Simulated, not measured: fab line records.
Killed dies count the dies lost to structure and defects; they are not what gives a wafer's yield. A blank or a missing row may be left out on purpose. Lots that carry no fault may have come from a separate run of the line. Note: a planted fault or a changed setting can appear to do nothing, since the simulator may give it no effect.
A lot that was struck, set against a sound lot / flow n5-finfet / 24 steps out of a route of 1938
Sound: these wafers, L713.1, L713.3, L713.6. Wafers struck: L716.3, L716.4, L716.6. The cause is given at the end.
For every step that has rows: the tool of each side, followed by ch and its chambers, followed by its first start. Under that, the readings that differ: sound wafers / struck wafers / difference of the means / sigmas: that difference in standard deviations of wafers without a fault.
alike: words and numbers the same on both sides, and readings whose means are apart by under 2 such deviations; not compared: readings that were withheld, readings missing a value for some wafer, numbers with overlapping values and no deviation given by the record, and bounds like >300 which may hide the same value.
A row with sigmas, a row that says differs or no value, or rows on one side alone: a step with any of these is where the two part. When numbers do not overlap yet have no deviation, they are printed without sigmas and do not part them. A reading that every wafer of one side lacks parts them only if that side has two wafers or more.

first, 11 steps without rows for these wafers: N5_BEOL_M7_ETCH_62 (etches SOC in N2/H2, target depth 110 nm, overetch 22 nm, time 165 s); N5_BEOL_M7_STRIP_68 (strips in N2/H2); N5_BEOL_M7_STRIP_67 (strips in CF4); N5_BEOL_M7_HM_OPEN_17 (chemistry Cl2/BCl3, target TiN, target depth 20 nm, overetch 6 nm); N5_BEOL_M7_STRIP_19 (strips in O2); N5_BEOL_M7_COAT_63 (time 60 s, resist thk 60 nm); N5_BEOL_M7_COAT_64 (time 60 s, resist thk 12 nm); N5_BEOL_M7_COAT_71 (time 60 s, resist thk 5 nm); N5_BEOL_M7_COAT_22 (resist thk 30 nm); N5_BEOL_M7_EBR_24; N5_BEOL_M7_SOFTBAKE_23 (time 60 s).
N5_BEOL_M7_EXPOSE_25: exposes mask V6, target cd 40 nm.
  sound on euv-scanner-02 ch 0, day 12 22:06; struck on euv-scanner-01 ch 0, day 12 22:17
reading=exposure-dose-mJ-cm2; sound=42.35 42.28 42.34; struck=45.46 45.40 45.44; difference=+3.11; sigmas=+52
reading=stage-msd-nm (nm); sound=0.78 0.78 0.78; struck=0.85 0.85 0.85; difference=+0.07; sigmas=+2
  alike: mask
then, 2 steps without rows for these wafers: N5_BEOL_M7_PEB_26 (peb time 60 s); N5_BEOL_M7_DEVELOP_27 (develop time 30 s).
N5_BEOL_M7_CD_MEAS_28: target cd 40 nm.
  sound on cd-sem-01 ch 0, day 12 22:14; struck on cd-sem-03 ch 0, day 12 22:25
reading=cd-nm (nm); sound=40.09 40.23 40.47; struck=41.56 41.55 41.79; difference=+1.37; sigmas=+5
N5_BEOL_M7_DESCUM_33: chemistry O2, time 7 s.
  sound on rie-diel-06 ch 1,2, day 12 22:22; struck on rie-diel-02 ch 0,1, day 12 22:32
reading=model.BEOL_M7.cd-nm (nm); sound=40 40.4 40; struck=41.8 41.6 41.8; difference=+1.6; sigmas=
  alike: drypump-motor-current-A, oes-product-au, rf-vpp-V, showerhead-plenum-p-Torr, throttle-valve-pct
  not compared: rf-hours-counter-h
then, 5 steps without rows for these wafers: N5_BEOL_M7_ETCH_72 (etches underlayer in N2/H2, target depth 6.5 nm, time 5.2 s); N5_BEOL_M7_ETCH_65 (etches SiARC in CF4, target depth 15.6 nm, time 26 s); N5_BEOL_M7_ETCH_66 (etches SOC in N2/H2, target depth 80 nm, overetch 16 nm, time 120 s); N5_BEOL_M7_STRIP_69 (strips in N2/H2); N5_BEOL_M7_STRIP_73 (strips in N2/H2).
N5_BEOL_M7_VIA_ETCH_34: etches SiCOH lowk in C4F6/O2, target depth 125.5 nm, time 50.5 s.
  sound on rie-diel-06 ch 1,2, day 12 22:32; struck on rie-diel-02 ch 0,1, day 12 22:43
reading=model.BEOL_M7.cd-nm (nm); sound=39.8 40.4 39.8; struck=41.8 41.8 41.8; difference=+1.8; sigmas=
  alike: drypump-motor-current-A, oes_f_703_au, oes-product-au, rf-vpp-V, showerhead-plenum-p-Torr, throttle-valve-pct
  not compared: rf-hours-counter-h
then, 1 step without rows for these wafers: N5_BEOL_M7_STRIP_76 (strips in C4F6/O2).
N5_PASSIVATION_PROBE_49:
  sound wafers here have rows in the record (prober-02, day 16 12:00); struck ones have none

== WHERE THEY PART ==
Last at N5_PASSIVATION_PROBE_49 as far as this record goes, first at N5_BEOL_M7_EXPOSE_25.

WHY: whatever the simulator had introduced
Drift in process parameters on euv-scanner-01 at N5_BEOL_M7_EXPOSE_25, starting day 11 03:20. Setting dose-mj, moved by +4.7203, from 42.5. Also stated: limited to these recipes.
